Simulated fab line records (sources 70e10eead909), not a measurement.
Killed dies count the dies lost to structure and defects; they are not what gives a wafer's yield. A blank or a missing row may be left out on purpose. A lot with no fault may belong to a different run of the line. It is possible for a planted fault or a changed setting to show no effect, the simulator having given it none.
Problem report, 8D (eight disciplines) form, completed by code :: flow nandHarc :: the parts of the form that need people (team, actions taken, sign-off) are left out

1. THE PROBLEM
On 2 wafers of 1 lot, oesProductAu at NHARC_P_M2_ETCH_28 has a mean of 0.869 a.u.; fault-free wafers read 1.001 a.u., standard deviation 0.01. Relative to the usual mean, that is a shift of -13 standard deviations.
The step: etches the open film in CF4/N2, target depth 30 nm, time 72.99 s.
The first sign was on wafer L230.1 at day 10 00:34, on rieDiel-01. The record holds 15 wafers of 5 lots with a number at this step. Rule for "out" (also "out of limits"): further than 4 standard deviations from the usual mean. The other wafers with a number count as sound.

2. WHAT IT IS, WHAT IT ISN'T
question: which readings at this step
is: oesProductAu
is not: drypumpMotorCurrentA, rfVppV, showerheadPlenumPTorr, throttleValvePct

question: which lots
is: L230
is not: L224, L227, L238, L239

question: which wafers of those lots
is: L230.1, L230.5
is not: L230.2

question: read on which tools
is: rieDiel-01
is not: rieDiel-03, rieDiel-07

question: when
is: from day 10 00:34
is not: up to then (7 sound wafers); but 6 sound wafers of L238, L239 came after

3. THE SUSPECTS, EACH WITH WHAT RULES IT OUT
Counting: a tool at a process step up to the reading stays a suspect if it ran every lot that is out. Sound lots after the first of them don't rule it out here, since some wafers of a struck lot are sound.
- rieDiel-03 at NHARC_P_M2_DESCUM_14 (chemistry O2, time 3 s): kept. L230, the lot that is out, went through it at day 9 23:56; up to then, the latest sound lot through it was L224 at day 7 03:05.
- rieDiel-03 at NHARC_P_M2_ETCH_35 (etches the open film in N2/H2, target depth 40 nm, overetch 12 nm, time 43.94 s): kept. L230, the lot that is out, went through it at day 10 00:02; up to then, the latest sound lot through it was L224 at day 7 03:09.
- rieDiel-03 at NHARC_P_M2_ETCH_15 (etches the open film in C4F8/Ar, target depth 182.5 nm, time 91.2 s): kept. L230, the lot that is out, went through it at day 10 00:14; up to then, the latest sound lot through it was L224 at day 7 03:22. NHARC_P_M2_ETCH_15: start missing for some lots; hours and lot order therefore follow NHARC_P_M2_CD_MEAS_16.
- rieDiel-01 at NHARC_P_M2_STRIP_18 (strips in N2/H2): kept. L230, the lot that is out, went through it at day 10 00:19; up to then, the latest sound lot through it was L227 at day 8 11:47.
- rieDiel-01 at NHARC_P_M2_ETCH_28 (etches the open film in CF4/N2, target depth 30 nm, time 72.99 s): kept. L230, the lot that is out, went through it at day 10 00:34; up to then, the latest sound lot through it was L227 at day 8 12:03. Its own oesProductAu readings are out on those wafers.
- Within rieDiel-03 at NHARC_P_M2_ETCH_35, the wafers that are out were processed in chamber 1 and their sound lot-mates in chamber 3.
- Within rieDiel-01 at NHARC_P_M2_STRIP_18, the wafers that are out were processed in chamber 2 and their sound lot-mates in chamber 3.
- Within rieDiel-01 at NHARC_P_M2_ETCH_28, the wafers that are out were processed in chamber 2 and their sound lot-mates in chamber 3.
Left after counting: rieDiel-03 at NHARC_P_M2_DESCUM_14, rieDiel-03 at NHARC_P_M2_ETCH_35, rieDiel-03 at NHARC_P_M2_ETCH_15, rieDiel-01 at NHARC_P_M2_STRIP_18, rieDiel-01 at NHARC_P_M2_ETCH_28.

4. THE CAUSE (what the simulator had put in)
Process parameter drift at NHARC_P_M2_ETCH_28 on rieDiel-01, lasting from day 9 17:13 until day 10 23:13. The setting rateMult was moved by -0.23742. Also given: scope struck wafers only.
5 suspects survive the count, and this tool is in that group.

5. THE CHAIN OF EFFECTS, in route order
Rows list readings where the struck wafers' mean (over those with a number) sits beyond 3 standard deviations from the usual. Only readings whose record carries a usual standard deviation are examined. hours: median over the lots of the time between each lot's start at the first step of this table that gives one and its start at this step. sigmas: the change, counted in usual standard deviations.
hours: 0
step: NHARC_P_M2_ETCH_28
reading: oesProductAu
usual: 1.001 a.u.
on struck wafers: 0.869
change: -0.132
sigmas: -13
Here are the process steps it includes:
- NHARC_P_M2_ETCH_28: etches the open film in CF4/N2, target depth 30 nm, time 72.99 s.
Later steps that measure or inspect, where all struck wafers having a row at the step show a number for every such reading and not one has moved that far: NHARC_END_SORT_01.

6. WHAT WOULD HAVE CAUGHT IT SOONER
First out-of-limits reading in this record: day 10 00:34, which is 7 hours after fault onset at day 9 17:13.
